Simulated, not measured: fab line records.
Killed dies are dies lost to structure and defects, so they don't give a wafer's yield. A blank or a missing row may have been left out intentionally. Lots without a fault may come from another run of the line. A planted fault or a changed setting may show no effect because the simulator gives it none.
Matching of chambers ; flow nandHarc ; rieDiel-05 running NHARC_P_M0_DESCUM_14: 4 sister chambers
The step chemistry O2, time 3 s. 7 wafers are shown with their chamber, then 10 later ones without.

WAFERS, EACH WITH ITS CHAMBER
wafer;chamber;showerheadPlenumPTorr (Torr);rfVppV (V)
L165.4;1;2.03;57.6
L174.4;0;1.88;56.8
L175.3;1;2.02;58.0
L175.4;2;1.92;58.5
L175.5;2;1.92;58.4
L177.1;3;1.85;56.3
L177.4;0;1.88;58.2

WAFERS WHOSE CHAMBER IS MISSING
wafer;showerheadPlenumPTorr (Torr);rfVppV (V)
L177.5;2.02;58.5
L179.2;1.85;58.7
L179.3;1.88;57.2
L179.5;2.02;58.5
L180.3;1.85;57.8
L180.4;1.88;57.5
L180.5;2.02;58.0
L182.2;1.85;57.5
L182.4;1.92;59.2
L182.6;1.88;57.7

WHICH CHAMBER EACH WENT THROUGH
wafer;from the rows above;in truth
L177.5;1;1
L179.2;3;3
L179.3;0;0
L179.5;1;1
L180.3;3;3
L180.4;0;0
L180.5;1;1
L182.2;3;3
L182.4;2;2
L182.6;0;0
Placed correctly: 10 of 10. Left unplaced by these rows: 0. Placed wrongly: 0.
How it was worked out, from the rows above alone: a wafer's distance from a chamber is the root of the sum, over the readings, of the square of ((its reading less the chamber's mean) divided by the reading's scatter). If the next closest chamber is less than 2 further off than the closest, the wafer can't be placed; otherwise it belongs to the closest. The mean given for a chamber averages the wafers shown for that chamber. How the scatter is found: for the shown wafers, subtract from each reading the mean of its chamber, square and add these, divide the total by (wafers less chambers), then take the root.
